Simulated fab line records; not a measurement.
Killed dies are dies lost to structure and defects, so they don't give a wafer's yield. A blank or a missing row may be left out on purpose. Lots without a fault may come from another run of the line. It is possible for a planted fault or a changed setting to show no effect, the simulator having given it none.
Check of tool commonality || flow nandHarc || Sampled: 3 lots, 9 wafers

== REASON IT WAS OPENED ==
At NHARC_END_SORT_01 the reading killedAtPeriphery is flagged on 3 of 3 lots. Fault-free wafers read 3.8, with a standard deviation of 2.5.
Rule: a lot gets a flag if all its wafers with a number sit over 4 standard deviations from that mean, or if no wafer of it has a number. The other lots count as sound.

{"lot": "L929", "measured": "day 31 08:21", "on": "prober-01", "killedAtPeriphery, wafer by wafer": "597 604 605", "flag": "FLAGGED"}
{"lot": "L928", "measured": "day 31 16:59", "on": "prober-02", "killedAtPeriphery, wafer by wafer": "617 619 621", "flag": "FLAGGED"}
{"lot": "L930", "measured": "day 32 18:33", "on": "prober-01", "killedAtPeriphery, wafer by wafer": "621 604 603", "flag": "FLAGGED"}
The numbers of the flagged lots are 610.1 on average: +606.3 against the usual, or +99 or more standard deviations.

== WHICH TOOL RAN EACH LOT ==
The record holds 4 process steps before the reading, out of a route of 1302 steps. Every cell lists first the tool, next ch and the chambers used by the sampled wafers, and last the start.
{"lot": "L929", "flag": "FLAGGED", "NHARC_P_ZERO_WELL_DESCUM_54": "rieDiel-03 ch 0,2, day 9 04:23", "NHARC_P_ZERO_WELL_RTA_42": "rtpAnneal-01 ch 0, day 9 05:29", "NHARC_P_GATE_CVD_17": "lpcvdPoly-02, day 11 19:50", "NHARC_P_GATE_DESCUM_31": "rieDiel-12 ch 0,1,2, day 12 00:36"}
{"lot": "L928", "flag": "FLAGGED", "NHARC_P_ZERO_WELL_DESCUM_54": "rieDiel-02 ch 0,1, day 8 18:05", "NHARC_P_ZERO_WELL_RTA_42": "rtpAnneal-02 ch 0, day 8 19:10", "NHARC_P_GATE_CVD_17": "lpcvdPoly-04, day 11 14:44", "NHARC_P_GATE_DESCUM_31": "rieDiel-12 ch 0,2,3, day 11 22:54"}
{"lot": "L930", "flag": "FLAGGED", "NHARC_P_ZERO_WELL_DESCUM_54": "rieDiel-02 ch 0,3, day 9 13:59", "NHARC_P_ZERO_WELL_RTA_42": "rtpAnneal-01 ch 0, day 9 15:04", "NHARC_P_GATE_CVD_17": "lpcvdPoly-03, day 12 05:08", "NHARC_P_GATE_DESCUM_31": "rieDiel-09 ch 1,2,3, day 12 09:13"}
These steps, and what they do:
- NHARC_P_ZERO_WELL_DESCUM_54: chemistry O2, time 3 s.
- NHARC_P_ZERO_WELL_RTA_42: time 300 s.
- NHARC_P_GATE_CVD_17: deposits poly-Si, target thk 150 nm, time 900 s.
- NHARC_P_GATE_DESCUM_31: chemistry O2, time 3 s.
- NHARC_END_SORT_01

== FLAGGED OVER TOTAL, TOOL BY TOOL (the gauges that took the reading come last) ==
{"step": "NHARC_P_ZERO_WELL_DESCUM_54", "tool": "rieDiel-02", "lots run": 2, "flagged": 2, "share of the flagged lots": "some", "sound lots run after its first flagged lot": 0}
{"step": "NHARC_P_ZERO_WELL_DESCUM_54", "tool": "rieDiel-03", "lots run": 1, "flagged": 1, "share of the flagged lots": "some", "sound lots run after its first flagged lot": 0}
{"step": "NHARC_P_ZERO_WELL_RTA_42", "tool": "rtpAnneal-01", "lots run": 2, "flagged": 2, "share of the flagged lots": "some", "sound lots run after its first flagged lot": 0}
{"step": "NHARC_P_ZERO_WELL_RTA_42", "tool": "rtpAnneal-02", "lots run": 1, "flagged": 1, "share of the flagged lots": "some", "sound lots run after its first flagged lot": 0}
{"step": "NHARC_P_GATE_CVD_17", "tool": "lpcvdPoly-02", "lots run": 1, "flagged": 1, "share of the flagged lots": "some", "sound lots run after its first flagged lot": 0}
{"step": "NHARC_P_GATE_CVD_17", "tool": "lpcvdPoly-03", "lots run": 1, "flagged": 1, "share of the flagged lots": "some", "sound lots run after its first flagged lot": 0}
{"step": "NHARC_P_GATE_CVD_17", "tool": "lpcvdPoly-04", "lots run": 1, "flagged": 1, "share of the flagged lots": "some", "sound lots run after its first flagged lot": 0}
{"step": "NHARC_P_GATE_DESCUM_31", "tool": "rieDiel-09", "lots run": 1, "flagged": 1, "share of the flagged lots": "some", "sound lots run after its first flagged lot": 0}
{"step": "NHARC_P_GATE_DESCUM_31", "tool": "rieDiel-12", "lots run": 2, "flagged": 2, "share of the flagged lots": "some", "sound lots run after its first flagged lot": 0}
{"step": "NHARC_END_SORT_01", "tool": "prober-01", "lots run": 2, "flagged": 2, "share of the flagged lots": "some", "sound lots run after its first flagged lot": 0}
{"step": "NHARC_END_SORT_01", "tool": "prober-02", "lots run": 1, "flagged": 1, "share of the flagged lots": "some", "sound lots run after its first flagged lot": 0}

== WHAT THE TABLE ALLOWS ==
No row of the table ran every flagged lot.

== WHAT HAD BEEN PUT IN BY THE SIMULATOR ==
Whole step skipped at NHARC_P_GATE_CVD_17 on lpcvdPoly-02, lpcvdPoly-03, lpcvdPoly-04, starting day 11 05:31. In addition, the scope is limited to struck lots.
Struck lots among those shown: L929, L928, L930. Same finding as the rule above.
